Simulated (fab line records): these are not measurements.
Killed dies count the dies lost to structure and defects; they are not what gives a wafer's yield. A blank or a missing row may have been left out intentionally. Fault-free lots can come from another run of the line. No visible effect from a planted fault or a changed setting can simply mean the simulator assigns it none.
fab line records	flow n5Finfet
record lots=7	wafers=39
route steps=1938 shown WELL_APT@26 STI_FIN_REVEAL@200 SD_EPI_P@321 BEOL_M0_SAQP@632 BEOL_M1@751 BEOL_M2@918 BEOL_M3@1002 BEOL_M6@1212 BEOL_M8@1377 BEOL_M10@1488 BEOL_M12@1602 BEOL_M14@1770 TV_OPEN@1887 PASSIVATION@1936
startH: hours from the record's first day to the start of the lot's first wafer shown	waitH: hours from the lot's prior step to this one	" as in the row above	L1.1+2: several wafers, shown together as one row	- no value, or no start given	* or withheld: withheld	< > ~ a bound
route shown NAME@n: NAME is a module with steps in the file, n the number in the route of the first one	usual: average and standard deviation across the fault-free wafers	same: alike in all rows	chamber/n: place in a boat	sites: the reading at each site	_std_site: standard deviation of those values	_edge_site: the outer-site mean with the inner-site mean subtracted	radiusMm: for every site, how far away it sits from the centre of the wafer	mask NAME#n: copy n	behind: the most recent tool/chamber to have shaped the wafer	hold: why the lot was held/for how many hours/how that ended	device: which transistor (n, p or np) failed to switch	end of line: tests of these same wafers at the route's end	a step with no rows: only its recipe	killed: at the first sort, the dies lost to defects and structure; wafer yield is something else	map: dies across one wafer; x = killed, . = not, _ = none there
set.NAME: the setting as run; set.NAME@STEP: as run at that earlier step	model.NAME: the simulator's own value behind a step, which no gauge read
lots with deliberately changed settings; one table per step, one row per wafer
## steps
# step N5_WELL_APT_DEVELOP_07
# recipe developTimeS=45	rinseLiquid=surfactantRinse	dry=airSpin	devTempC=21
# step N5_STI_FIN_REVEAL_OXIDATION_31
# recipe chemistry=O2_PLASMA_REMOTE	tempC=150	timeS=20	pressureMtorr=1000	sourcePowerW=2000	o2FlowSccm=3000
# step N5_SD_EPI_P_EPI_21
# recipe material=SiGe:B	dopant=B	tempC=550	pressureTorr=20	ambient=H2	timeS=355
# step N5_BEOL_M0_SAQP_PECVD_00
# recipe material=SiCN	targetThkA=80	tempC=withheld	precursor=3MS/NH3	pressureTorr=3	rfW=202	timeS=14
# step N5_BEOL_M1_ILD_DEP_00
# recipe material=SiOC	targetThkA=790	tempC=350	precursor=DEMS/O2	pressureTorr=5	rfW=500	timeS=15.3
# step N5_BEOL_M2_SPUTTER_94
# recipe material=Cu	targetThkA=45	tempC=-20	chamberPressurePa=0.07	powerW=withheld	timeS=8.29
# step N5_BEOL_M3_SPUTTER_88
# step N5_BEOL_M6_ETCH_62
# recipe chemistry=N2/H2	target=SOC	targetDepthA=1100	overetchA=220	maskMaterial=SiARC	tempC=40	timeS=165	ionEnergyEv=200	pressureMtorr=30	sourceW=840	biasW=150	n2FlowSccm=200	h2FlowSccm=200
# step N5_BEOL_M8_TRENCH_ETCH_37
# recipe chemistry=C4F6/O2	targetDepthA=934.78	target=SiCOH_lowk	timeS=31.2	ionEnergyEv=250	pressureMtorr=30	sourceW=345	biasW=185	Ar_flow_sccm=300	C4F6_flow_sccm=10	O2_flow_sccm=10
# step N5_BEOL_M10_ETCH_62
# step N5_BEOL_M12_ILD_DEP_00
# recipe material=SiOC	targetThkA=6589.2	tempC=350	precursor=DEMS/O2	pressureTorr=5	rfW=500	timeS=130.7
# step N5_BEOL_M14_DEP_53
# recipe material=SiCN	targetThkA=500	tempC=withheld	precursor=3MS/NH3	pressureTorr=3	rfW=675	timeS=17.8
# step N5_PASSIVATION_PASS_ETCH_74
# recipe chemistry=CF4/O2	target=SiNx	targetDepthA=2200	timeS=110	ionEnergyEv=100	pressureMtorr=40	sourceW=535	biasW=49	Ar_flow_sccm=100	cf4FlowSccm=100	O2_flow_sccm=10
# step N5_PASSIVATION_PROBE_49
# usual defectLimitedYield=91.4/1.6	killed_at_M0_to_M3=34/12	sort_bin_5_function=5.1/1.1	sortNPass=1078/19
lot.wafer	tool	chamber	startH	waitH	set.developTimeS@WELL_APT_DEVELOP_07	set.timeS@STI_FIN_REVEAL_OXIDATION_31	set.epiGrowthTimeS@SD_EPI_P_EPI_21	set.timeS@BEOL_M0_SAQP_PECVD_00	set.timeS@BEOL_M1_ILD_DEP_00	set.timeS@BEOL_M2_SPUTTER_94	set.timeS@BEOL_M3_SPUTTER_88	set.timeS@BEOL_M6_ETCH_62	set.timeS@BEOL_M8_TRENCH_ETCH_37	set.timeS@BEOL_M10_ETCH_62	set.timeS@BEOL_M12_ILD_DEP_00	set.targetThkA@BEOL_M14_DEP_53	set.targetDepthA@PASSIVATION_PASS_ETCH_74	defectLimitedYield[%]	killed_at_M0_to_M3	sort_bin_5_function[%]	sortNPass
L074.1	prober-01	-	267.53	0.1	45	20	355	14	15.3	8.29	4.589	165	31.2	165	167.5	500	2200	90.3	52	6.1	1066
L074.2	prober-01	-	267.58	0.1	45	20	504.9	14	19.93	10.47	8.29	220.3	31.2	165	167.5	500	3444	91.9	37	5.0	1084
L074.3	prober-01	-	267.63	0.2	45	20	355	14	19.93	8.29	4.589	220.3	31.2	226.5	167.5	500	2200	92.9	21	4.2	1096
L074.4	prober-01	-	267.68	0.2	45	20	504.9	14	19.93	10.47	4.589	165	31.2	165	130.7	500	3444	90.8	37	5.1	1072
L074.5	prober-01	-	267.73	0.3	45	20	355	14	15.3	10.47	8.29	165	31.2	226.5	130.7	500	3444	91.4	36	4.9	1079
L074.6	prober-01	-	267.78	0.3	45	20	504.9	14	15.3	8.29	8.29	220.3	31.2	226.5	130.7	500	2200	91.1	50	5.6	1075
L082.1	prober-02	-	311.21	0.0	45	20	355	14	15.3	8.29	8.29	165	31.2	165	130.7	500	2200	92.2	16	4.7	1088
L082.2	prober-02	-	311.26	0.1	45	20	355	14	15.3	8.29	8.29	165	31.2	165	130.7	500	2200	91.6	27	4.9	1081
L082.4	prober-02	-	311.36	0.2	45	20	355	14	15.3	8.29	8.29	165	31.2	165	130.7	500	2200	90.5	51	4.7	1068
L085.1	prober-02	-	341.60	0.0	45	20	422.7	20.93	15.3	8.29	4.42	165	31.2	165	130.7	500	2200	0	1113	95.9	0
L085.2	prober-02	-	341.65	0.1	45	20	355	14	15.3	8.29	4.42	165	31.2	165	130.7	500	2200	88.1	61	6.6	1039
L085.3	prober-02	-	341.70	0.1	45	20	355	20.93	15.3	8.29	4.42	165	31.2	165	130.7	600.7	3243	0	1118	95.8	0
L085.4	prober-02	-	341.75	0.2	45	20	422.7	20.93	15.3	8.29	8.29	165	31.2	165	130.7	600.7	2200	0	1090	94.9	0
L085.5	prober-02	-	341.80	0.2	45	20	355	14	15.3	8.29	8.29	165	31.2	165	130.7	600.7	3243	90.8	47	5.3	1072
L085.6	prober-02	-	341.85	0.3	45	20	422.7	14	15.3	8.29	8.29	165	31.2	165	130.7	500	3243	90.3	34	5.4	1066
L091.1	prober-01	-	370.65	0.0	33.97	27.61	562.7	14	15.3	8.29	8.29	260	31.2	100.2	73.5	406.1	2200	0	33	96.9	0
L091.2	prober-01	-	370.70	0.1	33.97	20	562.7	14	18.2	5.069	8.29	165	31.2	100.2	73.5	500	2200	0	27	96.9	0
L091.3	prober-01	-	370.75	0.1	45	27.61	355	14	18.2	5.069	8.29	165	31.2	165	73.5	500	2918	88.8	33	6.7	1048
L091.4	prober-01	-	370.80	0.2	45	20	562.7	21.55	15.3	5.069	8.29	260	31.2	165	130.7	406.1	2200	0	1110	96.4	0
L091.5	prober-01	-	370.85	0.2	33.97	20	355	21.55	18.2	8.29	8.29	260	31.2	100.2	130.7	500	2918	0	1094	96.6	0
L091.6	prober-01	-	370.90	0.3	45	27.61	355	21.55	15.3	8.29	8.29	165	31.2	165	130.7	406.1	2918	0	1101	96.8	0
L090.1	prober-02	-	371.78	0.0	45	8.101	229.1	14	12.57	8.29	8.29	165	38.65	97.14	130.7	500	2200	0	31	96.9	0
L090.2	prober-02	-	371.83	0.1	45	20	355	14	15.3	12.23	8.29	213.5	31.2	97.14	69.63	500	1500	0	25	96.2	0
L090.3	prober-02	-	371.88	0.1	45	8.101	355	8.721	15.3	8.29	8.29	165	38.65	97.14	69.63	412.9	1500	0	21	96.9	0
L090.4	prober-02	-	371.93	0.2	27.55	20	355	8.721	12.57	12.23	8.29	213.5	38.65	165	69.63	412.9	2200	91.7	43	3.3	1082
L090.5	prober-02	-	371.98	0.2	27.55	20	229.1	14	15.3	12.23	8.29	165	31.2	165	130.7	500	2200	93.1	34	4.4	59
L090.6	prober-02	-	372.03	0.3	27.55	8.101	229.1	8.721	12.57	8.29	8.29	213.5	31.2	165	130.7	412.9	1500	91.7	33	3.7	1042
L095.1	prober-01	-	422.22	0.0	45	14.21	355	14	15.3	8.29	8.29	165	31.2	246.8	130.7	500	2200	89.7	38	5.8	1059
L095.2	prober-01	-	422.27	0.1	58.37	14.21	412.5	14	6.715	8.29	8.29	249.6	31.2	246.8	130.7	500	2200	0	1119	5.6	0
L095.3	prober-01	-	422.32	0.1	58.37	14.21	412.5	14	15.3	8.29	8.29	249.6	48.54	165	85.21	500	2200	71.4	43	6.2	843
L095.4	prober-01	-	422.37	0.2	45	20	355	14	15.3	8.29	8.29	249.6	48.54	165	130.7	500	1716	74.9	31	5.8	884
L095.5	prober-01	-	422.42	0.2	45	20	412.5	14	6.715	8.29	8.29	165	48.54	246.8	85.21	500	1716	0	1108	5.3	0
L095.6	prober-01	-	422.47	0.3	58.37	20	355	14	6.715	8.29	8.29	165	31.2	165	85.21	500	1716	0	1112	5.7	0
L097.1	prober-01	-	431.08	0.0	45	20	545.8	14	15.3	8.29	5.378	193.2	16.4	165	130.7	500	2200	47.4	39	4.6	559
L097.2	prober-01	-	431.13	0.1	45	11.49	545.8	21.58	20.31	8.29	8.29	165	31.2	222.2	105.3	660.9	1608	0	1130	96.6	0
L097.3	prober-01	-	431.18	0.1	32.73	11.49	355	21.58	20.31	12.47	5.378	165	31.2	165	130.7	500	1608	0	1106	95.9	0
L097.4	prober-01	-	431.23	0.2	32.73	20	355	21.58	15.3	8.29	5.378	193.2	31.2	222.2	105.3	500	2200	0	1122	96.9	0
L097.5	prober-01	-	431.28	0.2	32.73	20	545.8	14	20.31	12.47	8.29	193.2	16.4	165	105.3	660.9	2200	44.6	28	5.5	526
L097.6	prober-01	-	431.33	0.3	45	11.49	355	14	15.3	12.47	8.29	165	16.4	222.2	130.7	660.9	1608	55.9	39	4.9	660
# killed by level:class
L074.1 BEOL_M0_SAQP:geometricParticle:open=19 MOL_CONTACT_COAG:geometricParticle:open=12 FIN_SAQP:geometricParticle:short=10 BEOL_M0_SAQP:geometricParticle:short=10 BEOL_M3:geometricParticle:short=6 BEOL_M3:geometricParticle:open=4 BEOL_M3:interfaceVoidOpened=4 DUMMY_GATE:geometricParticle:open=3
L074.2 STI_FIN_REVEAL:geometricParticle:open=14 BEOL_M4:geometricParticle:open=11 BEOL_M3:geometricParticle:open=9 BEOL_M0_SAQP:geometricParticle:short=7 FIN_SAQP:geometricParticle:open=6 BEOL_M1:geometricParticle:open=6 BEOL_M2:geometricParticle:open=6 FIN_SAQP:geometricParticle:short=5
L074.3 MOL_CONTACT_COAG:geometricParticle:open=10 BEOL_M4:geometricParticle:open=8 DUMMY_GATE:geometricParticle:open=6 FIN_SAQP:geometricParticle:open=5 FIN_SAQP:geometricParticle:short=5 BEOL_M0_SAQP:geometricParticle:open=5 STARTING-WAFER:geometricParticle:short=4 HKMG_FIN:areaEtch=4
L074.4 BEOL_M0_SAQP:geometricParticle:open=10 MOL_CONTACT_COAG:geometricParticle:open=9 BEOL_M0:geometricParticle:open=8 BEOL_M0_SAQP:geometricParticle:short=6 GATE_CUT:geometricParticle:short=5 BEOL_M2:geometricParticle:open=5 MIM_TOP:geometricParticle:open=5 FIN_SAQP:geometricParticle:short=4
L074.5 MOL_CONTACT_COAG:geometricParticle:open=8 BEOL_M2:geometricParticle:open=8 BEOL_M0_SAQP:geometricParticle:open=7 BEOL_M4:geometricParticle:open=7 BEOL_M0_SAQP:geometricParticle:short=5 BEOL_M3:geometricParticle:open=5 STI_FIN_REVEAL:geometricParticle:open=4 BEOL_M0:geometricParticle:open=4
L074.6 BEOL_M0_SAQP:geometricParticle:open=13 BEOL_M2:geometricParticle:open=12 BEOL_M0_SAQP:geometricParticle:short=10 STARTING-WAFER:geometricParticle:short=7 FIN_SAQP:geometricParticle:open=5 DUMMY_GATE:geometricParticle:open=5 BEOL_M1:geometricParticle:open=4 BEOL_M3:geometricParticle:open=4
L082.1 BEOL_M4:geometricParticle:open=19 MOL_CONTACT_COAG:geometricParticle:open=11 BEOL_M0_SAQP:geometricParticle:short=7 STI_FIN_REVEAL:geometricParticle:open=5 GATE_CUT:geometricParticle:short=4 BEOL_M0_SAQP:geometricParticle:open=4 STARTING-WAFER:geometricParticle:short=4 FIN_SAQP:geometricParticle:open=3
L082.2 BEOL_M4:geometricParticle:open=10 BEOL_M0_SAQP:geometricParticle:open=9 FIN_SAQP:geometricParticle:open=7 MOL_CONTACT_COAG:geometricParticle:open=6 BEOL_M5:geometricParticle:open=6 BEOL_M0_SAQP:geometricParticle:short=5 BEOL_M0:geometricParticle:open=5 DUMMY_GATE:geometricParticle:open=4
L082.4 BEOL_M0_SAQP:geometricParticle:short=24 BEOL_M0_SAQP:geometricParticle:open=18 MOL_CONTACT_COAG:geometricParticle:open=10 BEOL_M4:geometricParticle:open=7 STI_FIN_REVEAL:geometricParticle:open=5 DUMMY_GATE:geometricParticle:open=5 FIN_SAQP:geometricParticle:open=4 GATE_CUT:geometricParticle:short=3
L085.1 BEOL_M0:areaEtch=1059 BEOL_M2:geometricParticle:open=19 BEOL_M0_SAQP:geometricParticle:short=13 MOL_CONTACT_COAG:geometricParticle:open=11 BEOL_M0_SAQP:geometricParticle:open=10 FIN_SAQP:geometricParticle:short=9 BEOL_M4:geometricParticle:open=9 FIN_SAQP:geometricParticle:open=5
L085.2 BEOL_M0_SAQP:geometricParticle:open=19 MOL_CONTACT_COAG:geometricParticle:open=16 BEOL_M0_SAQP:geometricParticle:short=16 BEOL_M2:geometricParticle:open=8 BEOL_M3:geometricParticle:open=7 FIN_SAQP:geometricParticle:short=6 FIN_SAQP:geometricParticle:open=5 MOL_CONTACT_COAG:geometricParticle:short=5
L085.3 BEOL_M0:areaEtch=1051 BEOL_M0_SAQP:geometricParticle:short=20 BEOL_M2:geometricParticle:open=20 BEOL_M0_SAQP:geometricParticle:open=16 MOL_CONTACT_COAG:geometricParticle:open=15 FIN_SAQP:geometricParticle:short=10 BEOL_M4:geometricParticle:open=8 STI_FIN_REVEAL:geometricParticle:open=6
L085.4 BEOL_M0:areaEtch=1027 BEOL_M0_SAQP:geometricParticle:short=22 MOL_CONTACT_COAG:geometricParticle:open=18 BEOL_M4:geometricParticle:open=13 BEOL_M0_SAQP:geometricParticle:open=12 BEOL_M2:geometricParticle:open=12 FIN_SAQP:geometricParticle:short=10 FIN_SAQP:geometricParticle:open=8
L085.5 MOL_CONTACT_COAG:geometricParticle:open=18 BEOL_M2:geometricParticle:open=17 BEOL_M0_SAQP:geometricParticle:open=10 BEOL_M0_SAQP:geometricParticle:short=10 STI_FIN_REVEAL:geometricParticle:open=6 GATE_CUT:geometricParticle:open=5 FIN_SAQP:geometricParticle:short=4 ILD0:geometricParticle:short=4
L085.6 MOL_CONTACT_COAG:geometricParticle:open=18 BEOL_M0_SAQP:geometricParticle:open=12 FIN_SAQP:geometricParticle:open=10 BEOL_M4:geometricParticle:open=10 BEOL_M3:geometricParticle:open=9 BEOL_M0_SAQP:geometricParticle:short=7 FIN_SAQP:geometricParticle:short=5 GATE_CUT:geometricParticle:open=5
L091.1 BEOL_M10:areaEtch=1072 FIN_SAQP:geometricParticle:open=15 FIN_SAQP:geometricParticle:short=8 BEOL_M4:geometricParticle:open=8 STI_FIN_REVEAL:geometricParticle:open=7 MOL_CONTACT_COAG:geometricParticle:open=7 BEOL_M0_SAQP:geometricParticle:open=7 BEOL_M2:geometricParticle:open=6
L091.2 BEOL_M10:areaEtch=1090 FIN_SAQP:geometricParticle:open=15 FIN_SAQP:geometricParticle:short=9 BEOL_M2:geometricParticle:open=8 GATE_CUT:geometricParticle:open=5 GATE_CUT:geometricParticle:short=4 BEOL_M0_SAQP:geometricParticle:open=4 BEOL_M0_SAQP:geometricParticle:short=4
L091.3 FIN_SAQP:geometricParticle:short=23 STI_FIN_REVEAL:geometricParticle:open=18 FIN_SAQP:geometricParticle:open=12 BEOL_M0_SAQP:geometricParticle:open=8 BEOL_M3:geometricParticle:open=8 MOL_CONTACT_COAG:geometricParticle:open=6 STI_FIN_REVEAL:geometricParticle:short=5 BEOL_M0:geometricParticle:open=5
L091.4 BEOL_M0:areaEtch=1072 MOL_CONTACT_COAG:geometricParticle:open=16 FIN_SAQP:geometricParticle:short=14 BEOL_M0_SAQP:geometricParticle:short=13 STI_FIN_REVEAL:geometricParticle:open=7 BEOL_M0_SAQP:geometricParticle:open=7 MOL_CONTACT_COAG:geometricParticle:short=6 BEOL_M4:geometricParticle:open=6
L091.5 BEOL_M0:areaEtch=1066 FIN_SAQP:geometricParticle:open=17 STI_FIN_REVEAL:geometricParticle:open=15 MOL_CONTACT_COAG:geometricParticle:open=11 FIN_SAQP:geometricParticle:short=10 BEOL_M2:geometricParticle:open=8 BEOL_M0_SAQP:geometricParticle:short=7 BEOL_M0_SAQP:geometricParticle:open=6
L091.6 BEOL_M0:areaEtch=1060 FIN_SAQP:geometricParticle:open=16 FIN_SAQP:geometricParticle:short=12 BEOL_M0_SAQP:geometricParticle:open=12 MOL_CONTACT_COAG:geometricParticle:open=11 BEOL_M2:geometricParticle:open=8 STI_FIN_REVEAL:geometricParticle:open=7 BEOL_M1:geometricParticle:open=7
L090.1 BEOL_M10:areaEtch=1088 MOL_CONTACT_COAG:geometricParticle:open=19 BEOL_M0_SAQP:geometricParticle:open=10 BEOL_M0_SAQP:geometricParticle:short=9 FIN_SAQP:geometricParticle:open=8 FIN_SAQP:geometricParticle:short=7 STI_FIN_REVEAL:geometricParticle:open=5 STARTING-WAFER:geometricParticle:open=5
L090.2 BEOL_M10:areaEtch=1104 FIN_SAQP:geometricParticle:short=9 FIN_SAQP:geometricParticle:open=9 MOL_CONTACT_COAG:geometricParticle:open=9 BEOL_M0_SAQP:geometricParticle:short=6 BEOL_M0:geometricParticle:open=5 STARTING-WAFER:geometricParticle:open=4 BEOL_M2:geometricParticle:short=4
L090.3 BEOL_M10:areaEtch=1095 MOL_CONTACT_COAG:geometricParticle:open=12 FIN_SAQP:geometricParticle:open=11 STI_FIN_REVEAL:geometricParticle:open=5 BEOL_M0_SAQP:geometricParticle:short=5 DUMMY_GATE:geometricParticle:open=4 DUMMY_GATE:geometricParticle:short=4 BEOL_M6:geometricParticle:open=4
L090.4 BEOL_M1:areaEcd=32 MOL_CONTACT_COAG:geometricParticle:open=12 FIN_SAQP:geometricParticle:open=10 DUMMY_GATE:geometricParticle:open=8 FIN_SAQP:geometricParticle:short=5 BEOL_M9:geometricParticle:open=4 PASS1_CAP:geometricParticle:short=4 GATE_CUT:geometricParticle:short=2
L090.5 FIN_SAQP:geometricParticle:open=10 MOL_CONTACT_COAG:geometricParticle:open=8 BEOL_M0_SAQP:geometricParticle:open=7 BEOL_M3:geometricParticle:open=6 FIN_SAQP:geometricParticle:short=5 BEOL_M0_SAQP:geometricParticle:short=5 BEOL_M0:geometricParticle:open=5 GATE_CUT:geometricParticle:short=4
L090.6 MOL_CONTACT_COAG:geometricParticle:open=11 BEOL_M1:areaEcd=8 FIN_SAQP:geometricParticle:short=6 DUMMY_GATE:geometricParticle:open=6 BEOL_M1:geometricParticle:short=6 MOL_CONTACT_COAG:geometricParticle:short=4 BEOL_M3:geometricParticle:open=4 BEOL_M6:geometricParticle:open=4
L095.1 STI_FIN_REVEAL:geometricParticle:open=27 BEOL_M1:geometricParticle:open=11 BEOL_M0_SAQP:geometricParticle:short=10 BEOL_M0_SAQP:geometricParticle:open=10 FIN_SAQP:geometricParticle:open=8 BEOL_M4:geometricParticle:open=8 FIN_SAQP:geometricParticle:short=5 STI_FIN_REVEAL:geometricParticle:short=5
L095.2 BEOL_M1:areaDep=1084 STI_FIN_REVEAL:geometricParticle:open=14 BEOL_M0_SAQP:geometricParticle:short=10 BEOL_M0_SAQP:geometricParticle:open=9 BEOL_M1:geometricParticle:open=9 BEOL_M4:geometricParticle:open=6 MOL_CONTACT_COAG:geometricParticle:open=5 FIN_SAQP:geometricParticle:open=4
L095.3 BEOL_M8:areaEtch=203 FIN_SAQP:geometricParticle:open=15 BEOL_M0_SAQP:geometricParticle:open=15 STI_FIN_REVEAL:geometricParticle:open=13 BEOL_M1:geometricParticle:open=13 BEOL_M4:geometricParticle:open=12 MOL_CONTACT_COAG:geometricParticle:open=11 BEOL_M0_SAQP:geometricParticle:short=8
L095.4 BEOL_M8:areaEtch=189 BEOL_M0_SAQP:geometricParticle:short=14 STI_FIN_REVEAL:geometricParticle:open=11 MOL_CONTACT_COAG:geometricParticle:open=10 FIN_SAQP:geometricParticle:short=7 FIN_SAQP:geometricParticle:open=6 GATE_CUT:geometricParticle:open=6 BEOL_M0_SAQP:geometricParticle:open=6
L095.5 BEOL_M1:areaDep=1070 FIN_SAQP:geometricParticle:open=19 BEOL_M0_SAQP:geometricParticle:short=12 STI_FIN_REVEAL:geometricParticle:open=11 BEOL_M0_SAQP:geometricParticle:open=11 BEOL_M4:geometricParticle:open=10 MOL_CONTACT_COAG:geometricParticle:open=9 BEOL_M1:geometricParticle:open=8
L095.6 BEOL_M1:areaDep=1075 FIN_SAQP:geometricParticle:open=13 STI_FIN_REVEAL:geometricParticle:open=11 BEOL_M0_SAQP:geometricParticle:short=9 BEOL_M2:geometricParticle:open=7 BEOL_M0_SAQP:geometricParticle:open=7 BEOL_M6:geometricParticle:open=6 BEOL_M1:geometricParticle:open=6
L097.1 BEOL_M8:areaEcd=518 BEOL_M0_SAQP:geometricParticle:short=10 BEOL_M0_SAQP:geometricParticle:open=10 MOL_CONTACT_COAG:geometricParticle:open=9 FIN_SAQP:geometricParticle:short=8 BEOL_M3:geometricParticle:open=7 FIN_SAQP:geometricParticle:open=5 ILD0:geometricParticle:short=4
L097.2 BEOL_M0:areaEtch=1094 BEOL_M3:geometricParticle:open=11 BEOL_M0_SAQP:geometricParticle:short=8 FIN_SAQP:geometricParticle:short=6 BEOL_M0_SAQP:geometricParticle:open=6 STI_FIN_REVEAL:geometricParticle:open=5 BEOL_M1:geometricParticle:open=5 BEOL_M4:geometricParticle:open=5
L097.3 BEOL_M0:areaEtch=1064 BEOL_M0_SAQP:geometricParticle:open=16 BEOL_M0_SAQP:geometricParticle:short=11 STI_FIN_REVEAL:geometricParticle:open=10 MOL_CONTACT_COAG:geometricParticle:open=7 BEOL_M4:geometricParticle:open=7 GATE_CUT:geometricParticle:short=6 BEOL_M2:geometricParticle:open=5
L097.4 BEOL_M0:areaEtch=1083 BEOL_M0_SAQP:geometricParticle:short=15 MOL_CONTACT_COAG:geometricParticle:open=10 BEOL_M0_SAQP:geometricParticle:open=10 BEOL_M4:geometricParticle:open=6 FIN_SAQP:geometricParticle:short=5 BEOL_M3:geometricParticle:open=5 ILD0:geometricParticle:short=4
L097.5 BEOL_M8:areaEcd=559 MOL_CONTACT_COAG:geometricParticle:open=13 BEOL_M4:geometricParticle:open=12 BEOL_M0_SAQP:geometricParticle:short=11 MOL_CONTACT_COAG:geometricParticle:short=9 BEOL_M0_SAQP:geometricParticle:open=6 BEOL_M3:geometricParticle:open=5 GATE_CUT:geometricParticle:open=4
L097.6 BEOL_M8:areaEcd=420 BEOL_M0_SAQP:geometricParticle:open=14 MOL_CONTACT_COAG:geometricParticle:open=10 BEOL_M0_SAQP:geometricParticle:short=10 GATE_CUT:geometricParticle:short=8 BEOL_M3:geometricParticle:open=7 MOL_CONTACT_COAG:geometricParticle:short=4 DUMMY_GATE:geometricParticle:open=3
## key
split step=N5_WELL_APT_DEVELOP_07	setting=developTimeS	statedAs=45
response none clear
split step=N5_STI_FIN_REVEAL_OXIDATION_31	setting=timeS	statedAs=20
response none clear
split step=N5_SD_EPI_P_EPI_21	setting=epiGrowthTimeS	statedAs=355
response none clear
split step=N5_BEOL_M0_SAQP_PECVD_00	setting=timeS	statedAs=14
response step=N5_PASSIVATION_PROBE_49	reading=killed_at_M0_to_M3	slope=+19.1	per=1%	togetherWith=all	explained=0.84
response step=N5_PASSIVATION_PROBE_49	reading=sort_bin_5_function	slope=+1.5	per=1%	togetherWith=all	explained=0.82
response step=N5_PASSIVATION_PROBE_49	reading=sortNPass	slope=-16.1	per=1%	togetherWith=all	explained=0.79
response step=N5_PASSIVATION_PROBE_49	reading=defectLimitedYield	slope=-1.3	per=1%	togetherWith=all	explained=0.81
split step=N5_BEOL_M1_ILD_DEP_00	setting=timeS	statedAs=15.3
response none clear
split step=N5_BEOL_M2_SPUTTER_94	setting=timeS	statedAs=8.29
response none clear
split step=N5_BEOL_M3_SPUTTER_88	setting=timeS	statedAs=8.29
response none clear
split step=N5_BEOL_M6_ETCH_62	setting=timeS	statedAs=165
response none clear
split step=N5_BEOL_M8_TRENCH_ETCH_37	setting=timeS	statedAs=31.2
response none clear
split step=N5_BEOL_M10_ETCH_62	setting=timeS	statedAs=165
response none clear
split step=N5_BEOL_M12_ILD_DEP_00	setting=timeS	statedAs=130.7
response none clear
split step=N5_BEOL_M14_DEP_53	setting=targetThkA	statedAs=500
response none clear
split step=N5_PASSIVATION_PASS_ETCH_74	setting=targetDepthA	statedAs=2200
response none clear
